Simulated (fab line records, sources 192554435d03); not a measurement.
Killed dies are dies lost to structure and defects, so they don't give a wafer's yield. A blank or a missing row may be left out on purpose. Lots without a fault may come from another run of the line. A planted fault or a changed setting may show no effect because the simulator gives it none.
Split-lot experiment | flow n5_finfet | 7 lots, 39 wafers read, on a route of 1938 steps

THE SPLIT
At N5_BEOL_M0_SAQP_ILD_DEP_01 (deposits SiOC from DEMS/O2, target thk 45.419 nm, time 8.7 s), the setting target_thk_a was moved away from the recipe's 454.19 angstrom on 18 of the 39 wafers read, by -44.4% to +51.7%. The other wafers ran this setting at the recipe's value.

The reading is taken at the split's own step.

THE READING
SiOC_of_BEOL_M0_SAQP_ILD_DEP_01.thk_nm (the simulator's own value, which no gauge read), in nm, at N5_BEOL_M0_SAQP_ILD_DEP_01 (deposits SiOC from DEMS/O2, target thk 45.419 nm, time 8.7 s). The file gives no usual value for it. The 21 wafers here that ran the recipe average 45.5 nm, standard deviation 0.72 nm.

wafer  | tool, chamber at the split | target_thk_a as run, angstrom | against the recipe | SiOC_of_BEOL_M0_SAQP_ILD_DEP_01.thk_nm, nm | against lot-mates on the recipe
L075.1 | pecvd-04, 0                | 454.19                        | recipe             | 43.8                                       | -
L075.2 | pecvd-04, 2                | 688.4                         | +51.6%             | 67.6                                       | +22.5
L075.3 | pecvd-04, 1                | 454.19                        | recipe             | 45.2                                       | -
L075.4 | pecvd-04, 2                | 688.4                         | +51.6%             | 69                                         | +23.9
L075.5 | pecvd-04, 0                | 688.4                         | +51.6%             | 68.6                                       | +23.5
L075.6 | pecvd-04, 1                | 454.19                        | recipe             | 46.4                                       | -
L076.2 | pecvd-02, 0                | 454.19                        | recipe             | 45.4                                       | -
L076.4 | pecvd-02, 1                | 454.19                        | recipe             | 46                                         | -
L076.5 | pecvd-02, 0                | 454.19                        | recipe             | 46.4                                       | -
L085.1 | pecvd-04, 1                | 376.5                         | -17.1%             | 38.2                                       | -6.9
L085.2 | pecvd-04, 2                | 454.19                        | recipe             | 44.6                                       | -
L085.3 | pecvd-04, 0                | 376.5                         | -17.1%             | 36.8                                       | -8.3
L085.4 | pecvd-04, 2                | 376.5                         | -17.1%             | 37.8                                       | -7.3
L085.5 | pecvd-04, 1                | 454.19                        | recipe             | 45.8                                       | -
L085.6 | pecvd-04, 0                | 454.19                        | recipe             | 44.8                                       | -
L086.1 | pecvd-01, 1                | 454.19                        | recipe             | 45.6                                       | -
L086.2 | pecvd-01, 2,0              | 252.5                         | -44.4%             | 25.2                                       | -21.1
L086.3 | pecvd-01, 2,0              | 252.5                         | -44.4%             | 25.2                                       | -21.1
L086.4 | pecvd-01, 0                | 252.5                         | -44.4%             | 25.8                                       | -20.5
L086.5 | pecvd-01, 2                | 454.19                        | recipe             | 46.8                                       | -
L086.6 | pecvd-01, 1                | 454.19                        | recipe             | 46.6                                       | -
L087.1 | pecvd-01, 1                | 664.1                         | +46.2%             | 66.2                                       | +20.8
L087.2 | pecvd-01, 2                | 454.19                        | recipe             | 45.4                                       | -
L087.3 | pecvd-01, 0                | 454.19                        | recipe             | 45.2                                       | -
L087.4 | pecvd-01, 0                | 664.1                         | +46.2%             | 67                                         | +21.6
L087.5 | pecvd-01, 2                | 454.19                        | recipe             | 45.6                                       | -
L087.6 | pecvd-01, 1                | 664.1                         | +46.2%             | 66.8                                       | +21.4
L091.1 | pecvd-01, 2                | 454.19                        | recipe             | 45.2                                       | -
L091.2 | pecvd-01, 1                | 454.19                        | recipe             | 45                                         | -
L091.3 | pecvd-01, 0                | 454.19                        | recipe             | 45.8                                       | -
L091.4 | pecvd-01, 0                | 345.1                         | -24.0%             | 35.4                                       | -9.9
L091.5 | pecvd-01, 2,1              | 345.1                         | -24.0%             | 34.6                                       | -10.7
L091.6 | pecvd-01, 2,1              | 345.1                         | -24.0%             | 34.6                                       | -10.7
L095.1 | pecvd-02, 2                | 454.19                        | recipe             | 44.6                                       | -
L095.2 | pecvd-02, 1                | 689.1                         | +51.7%             | 68.2                                       | +23.1
L095.3 | pecvd-02, 0                | 454.19                        | recipe             | 45                                         | -
L095.4 | pecvd-02, 2                | 454.19                        | recipe             | 45.6                                       | -
L095.5 | pecvd-02, 1,0              | 689.1                         | +51.7%             | 69.4                                       | +24.3
L095.6 | pecvd-02, 1,0              | 689.1                         | +51.7%             | 69.4                                       | +24.3
Where a row lists several chambers, the file gives one row for several wafers and doesn't say which wafer went through which chamber.

THE FIT
A straight line over all 39 wafers: SiOC_of_BEOL_M0_SAQP_ILD_DEP_01.thk_nm changes by +0.452 nm for each +1% of target_thk_a; r = +1.00; the points scatter about the line by 0.65 nm.
The same after taking each lot's own level away (the mean of its wafers on the recipe; 39 wafers): +0.459 nm for each +1%; r = +1.00; scatter 0.6 nm.
On that fit, the largest move of target_thk_a shifts the reading by 24 nm.
The lots' own levels span 45.07 to 46.33 nm, that is 1.8 times the standard deviation above.
So the lot-to-lot level changes the slope little: the two slopes agree.
Check: with one of the wafers moved furthest among these (+51.7%) left out of the fit, the line predicts +23.8 nm for it against its lot-mates. It came out at +23.1 nm against them.

OTHER SPLITS ON THESE WAFERS
These wafers also went through other splits before the reading. Each is held against what the fit with the lots' levels taken away leaves over:
other split on the same wafers | wafers away from the commonest value | r with SiOC_of_BEOL_M0_SAQP_ILD_DEP_01.thk_nm (lot level and that fit taken away)
N5_FIN_SAQP_HM_DEP_03 time_s   | 15                                   | -0.54
N5_DUMMY_GATE_ETCH_32 time_s   | 9                                    | -0.08
N5_HKMG_FIN_ALD_71 ald_cycles  | 18                                   | -0.14
N5_GATE_CUT_DESCUM_18 time_s   | 15                                   | +0.00

THE FILE'S OWN FIT
SiOC_of_BEOL_M0_SAQP_ILD_DEP_01.thk_nm changes by +0.459 nm for each +1% of target_thk_a, r = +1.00.
